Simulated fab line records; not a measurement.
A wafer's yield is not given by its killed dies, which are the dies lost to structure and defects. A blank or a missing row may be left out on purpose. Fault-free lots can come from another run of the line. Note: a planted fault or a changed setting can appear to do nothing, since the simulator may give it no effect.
Which tool was responsible? -- flow n5_finfet -- Sampling: 11 lots, 31 wafers, 5 of 1938 route steps

## WHAT THE GAUGES READ, wafer by wafer
N5_BEOL_M4_RC_MEAS_101.
lot,measured,on,DIBL_N (mV/V),DIBL_P (mV/V),IOFF_N (nA/um),IOFF_P (nA/um),ION_N (uA/um),ION_P (uA/um),SS_N (mV/dec),SS_P (mV/dec),VT_N (mV),VT_P (mV)
L275,day 12 07:17,prober-01,36.6 38.5 40.1,36.6 38.0 42.1,0.17 0.20 0.26,0.24 0.25 0.36,669 675 688,464 460 471,72.1 72.3 72.8,72.7 73.1 73.9,249 248 243,-245 -243 -241
L277,day 12 01:04,prober-02,42.7 36.7 42.0,41.4 34.8 40.6,0.26 0.13 0.25,0.31 0.18 0.30,704 672 707,480 465 482,73.3 71.3 72.9,74.6 72.9 74.4,244 254 245,-245 -254 -247
L280,day 12 17:31,prober-02,36.9 40.1 35.0,37.8 40.5 34.6,0.16 0.25 0.14,0.22 0.27 0.18,654 685 679,455 462 455,71.3 73.1 71.2,74.1 74.9 73.2,252 244 250,-251 -249 -253
L281,day 13 17:46,prober-01,36.3 39.2,37.5 41.1,0.16 0.23,0.21 0.26,684 700,469 471,72.1 72.5,73.8 75.4,252 245,-249 -248
L283,day 13 18:59,prober-02,38.7 36.7 37.4,39.1 36.1 39.1,0.19 0.15 0.18,0.25 0.18 0.25,679 680 695,459 458 471,72.9 72.5 72.8,74.1 73.9 74.3,248 250 251,-251 -256 -250
L284,day 13 21:57,prober-01,37.6 40.3 38.8,36.9 38.5 38.6,0.16 0.23 0.18,0.23 0.25 0.24,664 682 670,460 461 455,72.0 72.7 71.5,74.0 74.1 73.5,250 247 251,-249 -245 -250
L286,day 14 05:29,prober-01,39.9 41.5,40.9 41.8,0.22 0.27,0.27 0.30,709 715,470 484,72.0 72.1,74.2 74.2,244 242,-249 -245
L288,day 15 17:26,prober-01,34.6 36.4 39.1,35.0 37.2 40.1,0.14 0.16 0.21,0.19 0.22 0.27,668 673 685,461 461 458,70.6 71.1 72.7,73.0 73.6 73.4,249 251 247,-250 -251 -248
L291,day 15 22:14,prober-02,37.4 40.2 36.1,38.8 41.9 37.4,0.16 0.23 0.15,0.23 0.27 0.20,663 682 674,454 461 456,71.4 72.8 71.9,74.0 74.6 73.9,254 246 252,-251 -249 -252
L296,day 17 01:52,prober-02,38.5 35.3 36.5,36.9 35.0 36.6,0.20 0.15 0.15,0.21 0.19 0.20,681 682 671,464 464 457,72.8 71.3 71.7,73.6 73.6 73.2,247 248 251,-249 -249 -249
L297,day 17 05:06,prober-02,39.4 36.0 38.5,38.3 34.0 39.8,0.22 0.17 0.22,0.26 0.19 0.30,685 680 688,469 459 471,73.2 71.6 71.4,73.9 72.8 73.6,245 249 244,-247 -251 -246

## WHICH TOOL RAN EACH LOT (tool, then ch and the chambers of the sampled wafers, then the start)
lot,N5_BEOL_M1_SPUTTER_79,N5_BEOL_M1_ANNEAL_91,N5_BEOL_M1_ANNEAL_51,N5_BEOL_M1_CMP_52
L275,"pvd_sputter-01, day 6 22:14","pvd_sputter-01, day 6 23:11","rtp_anneal-02 ch 0, day 7 00:47","cmp-01 ch 0,1,2, day 7 01:01"
L277,"pvd_sputter-02, day 7 03:05","pvd_sputter-02, day 7 04:03","rtp_anneal-01 ch 0, day 7 05:08","cmp-03 ch 2,3, day 7 05:25"
L280,"pvd_sputter-02, day 8 02:39","pvd_sputter-02, day 8 03:37","rtp_anneal-01 ch 0, day 8 04:32","cmp-02 ch 0,1,3, day 8 04:50"
L281,"pvd_sputter-02, day 8 04:29","pvd_sputter-02, day 8 06:52","rtp_anneal-01 ch 0, day 8 07:59","cmp-01 ch 0,2, day 8 08:26"
L283,"pvd_sputter-03, day 8 12:47","pvd_sputter-03, day 8 13:45","rtp_anneal-01 ch 0, day 8 14:31","cmp-01 ch 1,3, day 8 14:52"
L284,"pvd_sputter-03, day 8 15:59","pvd_sputter-03, day 8 16:57","rtp_anneal-01 ch 0, day 8 17:43","cmp-01 ch 0,1,2, day 8 18:06"
L286,"pvd_sputter-01, day 9 07:25","pvd_sputter-01, day 9 08:23","rtp_anneal-02 ch 0, day 9 09:14","cmp-02 ch 0,1, day 9 09:31"
L288,"pvd_sputter-02, day 9 22:52","pvd_sputter-02, day 9 23:49","rtp_anneal-02 ch 0, day 10 00:36","cmp-03 ch 0,1,3, day 10 00:56"
L291,"pvd_sputter-03, day 10 14:37","pvd_sputter-03, day 10 15:34","rtp_anneal-02 ch 0, day 10 16:28","cmp-01 ch 0,1,2, day 10 16:46"
L296,"pvd_sputter-01, day 11 20:22","pvd_sputter-01, day 11 21:20","rtp_anneal-02 ch 0, day 11 22:07","cmp-03 ch 0,2, day 11 22:24"
L297,"pvd_sputter-02, day 12 04:05","pvd_sputter-02, day 12 05:03","rtp_anneal-01 ch 0, day 12 05:49","cmp-03 ch 0,1, day 12 06:07"
- N5_BEOL_M1_SPUTTER_79: material Cu, target thk 4.5 nm, time 8.29 s.
- N5_BEOL_M1_ANNEAL_91: time 240 s.
- N5_BEOL_M1_ANNEAL_51: time 90 s.
- N5_BEOL_M1_CMP_52: polishes, stops on SiOC, t overpolish 6.8 s, target thk 40 nm.

## WHAT THE TOOLS THEMSELVES READ (means of the sampled wafers that have a number; where no wafer has one, the mark that the record gives instead)
N5_BEOL_M1_SPUTTER_79.
lot,tool,throttle_valve_pct (%)
L275,pvd_sputter-01,31.8
L277,pvd_sputter-02,29.4
L280,pvd_sputter-02,30.1
L281,pvd_sputter-02,30.5
L283,pvd_sputter-03,30.8
L284,pvd_sputter-03,29.7
L286,pvd_sputter-01,31.4
L288,pvd_sputter-02,30.5
L291,pvd_sputter-03,30.4
L296,pvd_sputter-01,30.7
L297,pvd_sputter-02,29.9

N5_BEOL_M1_ANNEAL_91.
lot,tool,heater_power_w (W)
L275,pvd_sputter-01,932
L277,pvd_sputter-02,729
L280,pvd_sputter-02,830
L281,pvd_sputter-02,906
L283,pvd_sputter-03,834
L284,pvd_sputter-03,806
L286,pvd_sputter-01,746
L288,pvd_sputter-02,775
L291,pvd_sputter-03,883
L296,pvd_sputter-01,852
L297,pvd_sputter-02,821

N5_BEOL_M1_ANNEAL_51.
lot,tool,wafer_temp_C_max
L275,rtp_anneal-02,225.97
L277,rtp_anneal-01,225.96
L280,rtp_anneal-01,225.80
L281,rtp_anneal-01,226.02
L283,rtp_anneal-01,225.74
L284,rtp_anneal-01,226.07
L286,rtp_anneal-02,225.66
L288,rtp_anneal-02,225.65
L291,rtp_anneal-02,225.77
L296,rtp_anneal-02,225.78
L297,rtp_anneal-01,226.09

N5_BEOL_M1_CMP_52.
lot,tool,barrier_field_endpoint_s (s),motor_current_A (A),overpolish_run_s (s),time_to_endpoint_s (s)
L275,cmp-01,25.8,6.4,6.799,68
L277,cmp-03,23.6,6.1,6.804,53
L280,cmp-02,23.3,5.5,6.797,57
L281,cmp-01,24.7,5.9,6.804,66
L283,cmp-01,23.7,5.7,6.813,62
L284,cmp-01,25.9,6.3,6.802,68
L286,cmp-02,25.1,5.2,6.799,64
L288,cmp-03,24.6,6.4,6.797,61
L291,cmp-01,21.9,6.1,6.803,56
L296,cmp-03,23.1,6.0,6.795,56
L297,cmp-03,24.4,6.2,6.801,60

## THE ANSWER, worked out from the rows above alone
Rule: what is usual is taken from the lots themselves. Put in order of their means at a reading, lots are off if they are a third of the lots or fewer, leave a main group of 4 or more, and stand apart from it by a gap of 3 or more times the standard deviation of the main group's means; of several such gaps the widest counts. Not used: any main group whose means are identical at the precision the tables above print for the reading. A lot without any number at a reading at which 4 lots or more have one is off too. The other lots that the step has rows for count as sound. Order of review: gauges by route order, followed by the tools' own readings, for which a lot's mean as printed above is used. The first step at which some lot is off is used, and at that step the reading that is off furthest; a lot without a number counts as furthest.
None of the lots is off at any reading shown; this tells nothing.

## WHAT HAD BEEN PUT IN BY THE SIMULATOR
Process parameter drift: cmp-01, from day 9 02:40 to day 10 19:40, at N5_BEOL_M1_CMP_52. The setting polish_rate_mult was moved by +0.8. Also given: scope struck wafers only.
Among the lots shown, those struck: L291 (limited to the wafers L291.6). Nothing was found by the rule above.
